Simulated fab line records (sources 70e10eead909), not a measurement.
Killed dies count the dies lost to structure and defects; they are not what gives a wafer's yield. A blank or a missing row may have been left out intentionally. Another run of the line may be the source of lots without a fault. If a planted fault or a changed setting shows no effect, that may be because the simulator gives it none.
fab line records	flow nand_harc	part 1 of 2: steps 1 to 3 of 6
record: lots: 24	wafers: 72	last_day: 33
route steps=1302 shown P_STI@87 P_GATE@157 P_CONTACT@232
lots untouched by any fault: they come from a run of this same line in which no faults occurred
start_h: start of the lot's first displayed wafer, in hours after the record's first day	wait_h: time in hours since the lot's previous step	" same as the row above	L1.1+2: a row that stands for several wafers	- no value, or no start given	* or withheld: withheld	< > ~ a bound
route shown NAME@n: NAME is a module with steps in the file, n the number in the route of the first one	usual: the fault-free wafers' mean and standard deviation	same: alike in all rows	chamber/n: place in a boat	sites: each site's reading	_std_site: the standard deviation of these	_edge_site: inner sites' mean taken away from outer sites' mean	radius_mm: for every site, how far away it sits from the centre of the wafer	mask NAME#n: copy n	behind: the tool/chamber that last shaped the wafer	hold: why the lot went on hold/how many hours it stayed there/how the hold came to an end	device: which transistor (n, p or np) failed to switch	end of line: the route-end tests of the same wafers	a step given without rows: its recipe and nothing more	killed: dies lost to structure and defects at the first sort, not the wafer's yield	map: a wafer's dies, marking killed ones x, the rest . and places with no die _
set.NAME: the setting that was run; set.NAME@STEP: the one run at that earlier step	model.NAME: the simulator's own value behind a step, which no gauge read
steps of the route over a sample of lots; a table a step, a row a wafer
services: the hour from which a tool's chamber was out of use, counted from the record's first day as start_h (under 0 if before that day), plus the number of hours and why
== steps ==
step: NHARC_P_STI_DESCUM_14
recipe: time_s: 3	o2_flow_sccm: 200	ar_flow_sccm: 0	bias_power_w: 0	chemistry: O2
usual: drypump_motor_current_A: 5.6/0.42	mfc_ar_sccm: 0.004/0.0084	oes_product_au: 0.996/0.0071	rf_vpp_V: 57.7/0.87	showerhead_plenum_p_Torr: 1.90/0.054	throttle_valve_pct: 11.311/0.0085
lot.wafer	tool	chamber	start_h	wait_h	drypump_motor_current_A	mfc_ar_sccm	oes_product_au	rf_hours_counter_h	rf_vpp_V	showerhead_plenum_p_Torr	throttle_valve_pct
L074.3	rie_diel-09	0	45.98	-	6.1	0	0.992	4	57.1	2.01	11.302
L074.4	"	3	"	"	5.7	0	0.994	3	57.6	1.89	11.302
L074.6	"	1	"	"	5.4	0	1.009	-	57.0	1.80	11.318
L075.3	rie_diel-06	0	53.60	-	4.8	0	0.988	8	58.7	1.90	11.307
L075.4	"	2	"	"	5.5	0.011	1.000	7	57.6	1.90	11.316
L075.5	"	0	"	"	4.8	0	0.986	-	57.4	1.90	11.310
L076.2	rie_diel-09	2	65.92	-	5.7	0	0.986	5	57.9	1.98	11.323
L076.1	"	3	"	"	5.7	0	0.986	4	57.8	1.89	11.315
L076.4	"	0	"	"	6.1	0	1.004	6	58.3	2.01	11.298
L077.1	rie_diel-09	1	73.95	-	5.4	0	0.995	6	56.1	1.80	11.323
L077.4	"	2	"	"	5.8	0	1.006	6	57.9	1.98	11.317
L077.6	"	0	"	"	6.1	0	0.995	-	58.1	2.01	11.297
L078.1	rie_diel-13	1	84.99	-	5.1	0	1.006	6	57.9	1.86	11.314
L078.6	"	3	"	"	5.7	0	1.010	-	56.7	1.87	11.307
L078.5	"	0	"	"	6.3	0.030	1.002	-	57.6	1.87	11.311
L079.1	rie_diel-06	3	93.80	-	6.1	0	0.995	10	55.7	1.88	11.307
L079.2	"	0	"	"	4.8	0	0.989	11	58.8	1.90	11.312
L079.6	"	1	"	"	5.6	0.004	0.991	-	57.0	1.86	11.306
L080.1	rie_diel-06	2	102.97	-	5.5	0.011	1.000	9	56.9	1.90	11.308
L080.4	"	1	"	"	5.6	0.004	1.000	11	57.2	1.86	11.317
L080.5	"	3	"	"	6.1	0	0.991	-	56.4	1.88	11.325
L081.2	rie_diel-13	3	112.54	-	5.7	0	1.009	7	55.0	1.87	11.302
L081.3	"	0	"	"	6.3	0.030	1.018	7	57.7	1.86	11.304
L081.6	"	0	"	"	6.3	0.030	1.010	-	57.6	1.86	11.318
L082.4	rie_diel-09	1	123.51	-	5.4	0	0.986	8	57.4	1.80	11.317
L082.2	"	3	"	"	5.8	0	1.001	7	58.4	1.89	11.301
L082.1	"	0	"	"	6.1	0	0.989	8	58.6	2.01	11.296
L083.3	rie_diel-13	0	133.94	-	6.3	0.030	1.001	8	57.8	1.86	11.304
L083.5	"	1	"	"	5.1	0	0.996	-	58.3	1.86	11.292
L083.6	"	2	"	"	5.4	0	0.991	-	57.0	1.97	11.319
L084.4	rie_diel-13	0	146.50	-	6.3	0.030	1.006	9	58.5	1.86	11.314
L084.6	"	2	"	"	5.4	0	0.995	-	59.2	1.97	11.305
L084.5	"	3	"	"	5.8	0	0.987	-	58.1	1.87	11.309
L085.3	rie_diel-13	0	157.08	-	6.3	0.030	1.007	9	58.2	1.86	11.309
L085.1	"	1	"	"	5.1	0	1.000	9	57.8	1.85	11.327
L085.5	"	2	"	"	5.4	0	0.991	-	58.1	1.97	11.315
L086.3	rie_diel-09	2	165.72	-	5.7	0	0.993	1	57.5	1.98	11.305
L086.6	"	1	"	"	5.4	0	0.994	-	57.2	1.79	11.311
L086.5	"	2	"	"	5.7	0	1.000	-	57.6	1.98	11.319
L087.2	rie_diel-06	0	172.83	-	4.8	0	1.011	0	58.3	1.90	11.313
L087.1	"	1	"	"	5.6	0.004	0.990	3	57.3	1.86	11.315
L087.5	"	3	"	"	6.1	0	0.996	-	58.2	1.88	11.333
L088.3	rie_diel-13	2	184.52	-	5.4	0	0.997	1	59.4	1.97	11.313
L088.4	"	2	"	"	5.4	0	0.992	-	57.3	1.97	11.304
L088.6	"	0	"	"	6.3	0.030	0.985	-	57.6	1.86	11.302
L089.1	rie_diel-06	3	192.78	-	6.1	0	0.985	5	58.5	1.88	11.305
L089.3	"	0	"	"	4.8	0	0.998	2	57.8	1.90	11.303
L089.6	"	2	"	"	5.5	0.011	0.993	-	58.2	1.90	11.317
L090.3	rie_diel-13	2	202.55	-	5.4	0	0.998	2	58.1	1.97	11.326
L090.4	"	3	"	"	5.7	0	0.995	1	57.5	1.87	11.317
L090.5	"	1	"	"	5.1	0	0.992	-	57.8	1.85	11.308
L091.3	rie_diel-06	2	213.22	-	5.5	0.011	0.996	6	58.2	1.90	11.309
L091.5	"	1	"	"	5.6	0.004	0.996	-	58.1	1.86	11.318
L091.6	"	2	"	"	5.5	0.011	1.001	-	59.0	1.90	11.312
L092.3	rie_diel-13	1	224.27	-	5.1	0	1.015	3	58.9	1.85	11.299
L092.1	"	2	"	"	5.4	0	1.000	3	56.6	1.97	11.318
L092.6	"	2	"	"	5.4	0	1.000	-	59.4	1.96	11.311
L093.2	rie_diel-13	1	237.89	-	5.1	0	0.994	4	56.8	1.85	11.314
L093.1	"	0	"	"	6.3	0.030	0.996	4	57.2	1.86	11.301
L093.6	"	1	"	"	5.1	0	1.000	-	56.8	1.85	11.322
L094.2	rie_diel-09	1	247.87	-	5.4	0	0.990	4	57.6	1.79	11.341
L094.3	"	0	"	"	6.1	0	0.991	4	58.2	2.01	11.321
L094.6	"	1	"	"	5.4	0	0.997	-	57.3	1.79	11.311
L095.4	rie_diel-06	0	252.42	-	4.8	0	1.002	7	58.4	1.90	11.316
L095.2	"	1	"	"	5.6	0.004	1.000	9	57.7	1.86	11.308
L095.3	"	2	"	"	5.5	0.011	1.002	10	57.0	1.90	11.299
L096.2	rie_diel-06	3	263.22	-	6.1	0	0.996	11	56.8	1.88	11.316
L096.3	"	0	"	"	4.8	0	1.001	8	56.8	1.90	11.295
L096.1	"	1	"	"	5.6	0.004	1.004	10	57.9	1.86	11.314
L097.1	rie_diel-06	3	273.49	-	6.1	0	1.005	13	57.5	1.88	11.312
L097.5	"	3	"	"	6.1	0	1.004	-	57.9	1.88	11.302
L097.6	"	0	"	"	4.8	0	0.997	-	57.2	1.90	11.314
step: NHARC_P_GATE_STRIP_101
recipe: time_s: 20	o2_flow_sccm: 500	ar_flow_sccm: 0	bias_w: 0	chemistry: O2
usual: drypump_motor_current_A: 5.6/0.37	mfc_ar_sccm: 0.011/0.014	oes_product_au: 0.998/0.0078	rf_vpp_V: 57.9/1	showerhead_plenum_p_Torr: 3.57/0.16	throttle_valve_pct: 17.036/0.0084
lot.wafer	tool	chamber	start_h	wait_h	drypump_motor_current_A	mfc_ar_sccm	oes_product_au	rf_hours_counter_h	rf_vpp_V	showerhead_plenum_p_Torr	throttle_valve_pct
L074.4	rie_diel-07	0	110.46	0.1	5.2	0	1.001	7	58.4	3.56	17.042
L074.3	"	3	"	"	5.8	0	1.003	8	56.9	3.77	17.043
L074.6	"	0	"	"	5.3	0	0.997	-	57.9	3.56	17.038
L075.4	rie_diel-03	1	117.26	0.1	5.8	0.024	0.990	0	55.3	3.30	17.041
L075.3	"	2	"	"	5.3	0	1.010	0	57.5	3.67	17.028
L075.5	"	1	"	"	5.8	0.024	0.982	-	57.7	3.30	17.038
L076.4	rie_diel-12	0	128.75	0.1	6.0	0	0.994	1	56.3	3.36	17.037
L076.1	"	1	"	"	5.3	0.041	1.011	1	57.3	3.36	17.052
L076.2	"	3	"	"	5.9	0.010	1.014	1	58.3	3.63	17.029
L077.1	rie_diel-03	3	137.17	0.1	6.2	0.010	0.999	2	57.2	3.59	17.036
L077.4	"	1	"	"	5.8	0.024	0.990	1	56.9	3.30	17.025
L077.6	"	3	"	"	6.2	0.010	1.001	-	59.2	3.59	17.022
L078.1	rie_diel-12	3	150.79	0.1	6.0	0.010	1.004	3	58.1	3.62	17.032
L078.5	"	0	"	"	6.0	0	0.987	-	57.0	3.36	17.042
L078.6	"	1	"	"	5.3	0.041	1.002	-	59.4	3.36	17.045
L079.2	rie_diel-03	3	161.38	0.1	6.2	0.010	0.990	3	58.6	3.59	17.031
L079.1	"	0	"	"	5.0	0	0.985	2	58.0	3.59	17.042
L079.6	"	3	"	"	6.2	0.010	0.993	-	56.8	3.59	17.050
L080.1	rie_diel-03	1	166.61	0.1	5.8	0.024	0.984	3	57.8	3.30	17.034
L080.5	"	0	"	"	5.0	0	1.003	-	57.7	3.59	17.043
L080.4	"	1	"	"	5.8	0.024	0.993	-	56.7	3.30	17.036
L081.2	rie_diel-03	0	184.75	0.1	5.0	0	0.985	2	58.6	3.59	17.039
L081.3	"	1	"	"	5.8	0.024	0.983	3	55.9	3.30	17.034
L081.6	"	0	"	"	5.0	0	0.994	-	58.2	3.59	17.020
L082.4	rie_diel-07	2	190.78	0.1	5.7	0.040	0.989	4	59.7	3.77	17.047
L082.1	"	3	"	"	5.8	0	0.999	4	59.4	3.77	17.038
L082.2	"	0	"	"	5.2	0	0.992	5	56.5	3.55	17.034
L083.3	rie_diel-12	2	198.67	0.1	5.5	0	0.997	6	58.5	3.72	17.025
L083.6	"	3	"	"	6.0	0.010	0.999	-	57.8	3.62	17.034
L083.5	"	0	"	"	6.0	0	1.000	-	58.6	3.36	17.046
L084.4	rie_diel-07	2	215.44	0.1	5.7	0.040	0.987	6	59.0	3.77	17.047
L084.6	"	3	"	"	5.8	0	1.000	-	57.4	3.77	17.020
L084.5	"	0	"	"	5.2	0	0.993	-	58.8	3.55	17.033
L085.1	rie_diel-03	1	223.60	0.1	5.8	0.024	1.000	5	56.9	3.30	17.039
L085.3	"	3	"	"	6.3	0.010	0.996	5	60.1	3.59	17.033
L085.5	"	1	"	"	5.8	0.024	0.992	-	56.5	3.30	17.030
L086.3	rie_diel-12	1	229.93	0.1	5.3	0.041	1.006	7	56.4	3.36	17.034
L086.5	"	1	"	"	5.3	0.041	1.005	-	55.8	3.36	17.025
L086.6	"	2	"	"	5.5	0	0.995	-	59.9	3.72	17.027
L087.1	rie_diel-07	0	233.70	0.1	5.2	0	0.993	9	56.9	3.55	17.019
L087.2	"	1	"	"	5.4	0.007	1.006	8	58.0	3.70	17.040
L087.5	"	3	"	"	5.8	0	1.002	-	59.5	3.77	17.038
L088.3	rie_diel-07	2	257.26	0.1	5.8	0.040	0.988	8	58.1	3.77	17.044
L088.4	"	0	"	"	5.2	0	0.988	10	57.3	3.55	17.029
L088.6	"	2	"	"	5.7	0.040	0.981	-	58.9	3.77	17.039
L089.3	rie_diel-12	2	257.72	0.1	5.5	0	0.990	10	58.1	3.71	17.029
L089.1	"	3	"	"	5.9	0.010	1.015	9	58.8	3.62	17.036
L089.6	"	0	"	"	6.0	0	1.000	-	58.3	3.35	17.034
L090.3	rie_diel-07	1	275.09	0.1	5.4	0.007	0.999	9	59.7	3.70	17.043
L090.4	"	1	"	"	5.4	0.007	1.010	-	57.9	3.70	17.024
L090.5	"	2	"	"	5.7	0.040	0.994	-	58.6	3.77	17.037
L091.3	rie_diel-12	1	286.15	0.1	5.3	0.041	1.002	0	55.9	3.36	17.030
L091.6	"	2	"	"	5.5	0	0.999	-	58.5	3.71	17.060
L091.5	"	3	"	"	6.0	0.010	1.000	-	56.8	3.62	17.022
L092.3	rie_diel-12	2	289.07	0.2	5.5	0	1.017	0	58.9	3.71	17.038
L092.1	"	3	"	"	5.9	0.010	1.010	0	58.4	3.62	17.042
L092.6	"	3	"	"	6.0	0.010	0.993	-	57.1	3.62	17.041
L093.1	rie_diel-03	2	300.76	0.1	5.3	0	0.998	0	57.1	3.66	17.054
L093.2	"	3	"	"	6.2	0.010	0.997	0	56.9	3.59	17.037
L093.6	"	2	"	"	5.3	0	0.999	-	55.8	3.66	17.038
L094.3	rie_diel-07	1	314.07	0.1	5.4	0.007	1.000	0	58.9	3.70	17.032
L094.2	"	2	"	"	5.8	0.040	1.009	0	58.7	3.77	17.038
L094.6	"	0	"	"	5.2	0	1.014	-	56.7	3.55	17.028
L095.2	rie_diel-03	1	321.02	0.1	5.8	0.024	0.994	2	57.1	3.29	17.031
L095.3	"	2	"	"	5.3	0	0.992	2	58.2	3.66	17.026
L095.4	"	3	"	"	6.2	0.010	0.997	-	57.9	3.59	17.047
L096.2	rie_diel-03	1	326.28	0.1	5.8	0.024	0.998	2	57.0	3.29	17.034
L096.3	"	2	"	"	5.3	0	0.996	2	56.8	3.66	17.029
L096.1	"	0	"	"	5.0	0	1.005	0	57.6	3.58	17.039
L097.1	rie_diel-03	3	339.73	0.1	6.2	0.010	1.001	2	57.5	3.59	17.043
L097.6	"	1	"	"	5.8	0.024	0.992	-	57.2	3.29	17.035
L097.5	"	2	"	"	5.3	0	1.003	-	56.5	3.66	17.037
step: NHARC_P_GATE_DESCUM_61
recipe: time_s: 3	o2_flow_sccm: 200	ar_flow_sccm: 0	bias_power_w: 0	chemistry: O2
usual: drypump_motor_current_A: 5.6/0.37	mfc_ar_sccm: 0.010/0.014	oes_product_au: 0.998/0.008	rf_vpp_V: 57.9/1	showerhead_plenum_p_Torr: 1.93/0.091	throttle_valve_pct: 11.311/0.0084
lot.wafer	tool	chamber	start_h	wait_h	drypump_motor_current_A	mfc_ar_sccm	oes_product_au	rf_hours_counter_h	rf_vpp_V	showerhead_plenum_p_Torr	throttle_valve_pct
L074.3	rie_diel-12	2	113.32	-	5.5	0	1.005	1.1	59.8	2.02	11.318
L074.4	"	3	"	"	5.9	0.010	1.007	0.6	58.5	1.97	11.311
L074.6	"	1	"	"	5.2	0.041	1.012	-	55.9	1.82	11.298
L075.4	rie_diel-12	0	119.98	-	6.0	0	0.986	0.8	56.5	1.81	11.304
L075.3	"	2	"	"	5.5	0	1.001	1.2	57.0	2.03	11.304
L075.5	"	1	"	"	5.3	0.041	1.009	-	57.8	1.82	11.309
L076.4	rie_diel-12	2	131.47	-	5.5	0	0.994	1.4	59.7	2.02	11.322
L076.1	"	3	"	"	5.9	0.010	1.009	1.0	57.3	1.97	11.307
L076.2	"	0	"	"	6.0	0	0.990	1.0	58.6	1.81	11.310
L077.1	rie_diel-12	3	139.87	-	5.9	0.010	1.007	1.2	58.1	1.97	11.309
L077.4	"	1	"	"	5.2	0.041	0.994	1.9	57.6	1.82	11.304
L077.6	"	3	"	"	5.9	0.010	1.001	-	58.6	1.97	11.327
L078.1	rie_diel-03	2	153.53	-	5.3	0	1.001	2.8	58.5	1.99	11.309
L078.5	"	3	"	"	6.2	0.010	0.993	-	58.7	1.95	11.311
L078.6	"	0	"	"	5.0	0	0.992	-	57.0	1.95	11.303
L079.2	rie_diel-07	1	164.24	-	5.4	0.007	0.995	2.3	57.4	2.02	11.315
L079.1	"	2	"	"	5.7	0.040	1.003	1.3	58.3	2.06	11.306
L079.6	"	0	"	"	5.2	0	0.990	-	57.5	1.93	11.316
L080.1	rie_diel-12	3	169.50	-	5.9	0.010	0.994	3.9	59.0	1.97	11.319
L080.4	"	0	"	"	6.0	0	0.987	3.3	57.2	1.81	11.305
L080.5	"	0	"	"	6.0	0	0.994	-	58.5	1.81	11.297
L081.3	rie_diel-12	3	187.48	-	5.9	0.010	1.004	4.4	58.1	1.97	11.322
L081.2	"	0	"	"	6.0	0	1.003	3.7	59.0	1.81	11.317
L081.6	"	3	"	"	5.9	0.010	1.010	-	58.5	1.97	11.323
L082.1	rie_diel-07	3	193.48	-	5.8	0	0.993	4.3	57.7	2.06	11.319
L082.4	"	0	"	"	5.2	0	0.991	5.5	58.4	1.93	11.316
L082.2	"	1	"	"	5.4	0.007	0.977	4.6	59.5	2.01	11.325
L083.3	rie_diel-03	0	201.38	-	5.0	0	1.007	2.8	58.3	1.95	11.312
L083.6	"	3	"	"	6.2	0.010	1.004	-	58.0	1.95	11.302
L083.5	"	0	"	"	5.0	0	0.995	-	58.7	1.95	11.303
L084.4	rie_diel-03	1	218.18	-	5.7	0.024	0.992	4.2	57.4	1.78	11.314
L084.5	"	1	"	"	5.8	0.024	0.990	-	57.7	1.78	11.313
L084.6	"	2	"	"	5.3	0	1.010	-	56.8	1.99	11.303
L085.1	rie_diel-03	1	226.31	-	5.8	0.024	0.992	5.4	55.9	1.78	11.307
L085.3	"	2	"	"	5.3	0	1.004	5.6	56.5	1.99	11.295
L085.5	"	2	"	"	5.3	0	1.013	-	57.4	1.99	11.311
L086.3	rie_diel-12	3	232.54	-	5.9	0.010	1.001	7.6	56.4	1.97	11.311
L086.5	"	3	"	"	6.0	0.010	1.009	-	55.9	1.97	11.322
L086.6	"	2	"	"	5.5	0	0.994	-	58.3	2.02	11.307
L087.1	rie_diel-12	3	236.31	-	5.9	0.010	1.001	7.6	57.6	1.97	11.302
L087.2	"	1	"	"	5.3	0.041	1.000	7.0	56.6	1.82	11.303
L087.5	"	2	"	"	5.5	0	1.000	-	59.4	2.02	11.293
L088.4	rie_diel-07	3	260.10	-	5.8	0	0.981	8.5	60.3	2.05	11.313
L088.3	"	0	"	"	5.2	0	0.990	9.7	57.8	1.93	11.315
L088.6	"	2	"	"	5.7	0.040	0.988	-	58.1	2.05	11.317
L089.3	rie_diel-12	1	260.65	-	5.2	0.041	0.988	8.2	57.9	1.81	11.319
L089.1	"	2	"	"	5.5	0	0.998	9.9	57.6	2.02	11.303
L089.6	"	0	"	"	6.0	0	0.989	-	57.7	1.81	11.305
L090.4	rie_diel-03	0	277.91	-	5.0	0	0.988	7.2	58.3	1.95	11.313
L090.3	"	3	"	"	6.3	0.010	0.989	8.7	58.9	1.95	11.311
L090.5	"	0	"	"	5.0	0	0.993	-	57.0	1.95	11.307
L091.3	rie_diel-12	3	289.01	-	5.9	0.010	1.004	0.3	58.0	1.97	11.311
L091.5	"	2	"	"	5.5	0	0.999	-	57.6	2.02	11.307
L091.6	"	3	"	"	6.0	0.010	1.001	-	57.9	1.97	11.314
L092.1	rie_diel-03	0	291.79	-	5.0	0	0.993	0.0	56.6	1.95	11.312
L092.3	"	2	"	"	5.3	0	0.989	0.0	56.8	1.99	11.327
L092.6	"	1	"	"	5.7	0.024	0.997	-	57.4	1.78	11.312
L093.2	rie_diel-07	0	303.51	-	5.2	0	1.013	0	58.2	1.93	11.307
L093.1	"	1	"	"	5.4	0.007	0.999	0	58.8	2.01	11.328
L093.6	"	0	"	"	5.2	0	0.998	-	57.3	1.93	11.320
L094.2	rie_diel-03	3	316.89	-	6.2	0.010	1.004	1.4	59.2	1.95	11.310
L094.3	"	2	"	"	5.3	0	1.006	1.4	58.9	1.99	11.308
L094.6	"	3	"	"	6.2	0.010	0.998	-	59.9	1.95	11.310
L095.4	rie_diel-07	3	323.76	-	5.8	0	1.001	0.8	58.0	2.05	11.316
L095.2	"	0	"	"	5.2	0	1.013	0.9	57.3	1.93	11.324
L095.3	"	2	"	"	5.7	0.040	1.012	0.9	57.7	2.05	11.317
L096.1	rie_diel-12	2	329.00	-	5.5	0	1.012	3.0	59.5	2.02	11.301
L096.3	"	0	"	"	6.0	0	1.017	3.3	58.2	1.81	11.317
L096.2	"	1	"	"	5.2	0.041	0.998	2.9	56.9	1.81	11.317
L097.1	rie_diel-03	2	342.35	-	5.3	0	0.997	2.6	59.3	1.99	11.306
L097.6	"	3	"	"	6.2	0.010	0.992	-	58.9	1.95	11.288
L097.5	"	0	"	"	5.0	0	1.005	-	58.1	1.95	11.318
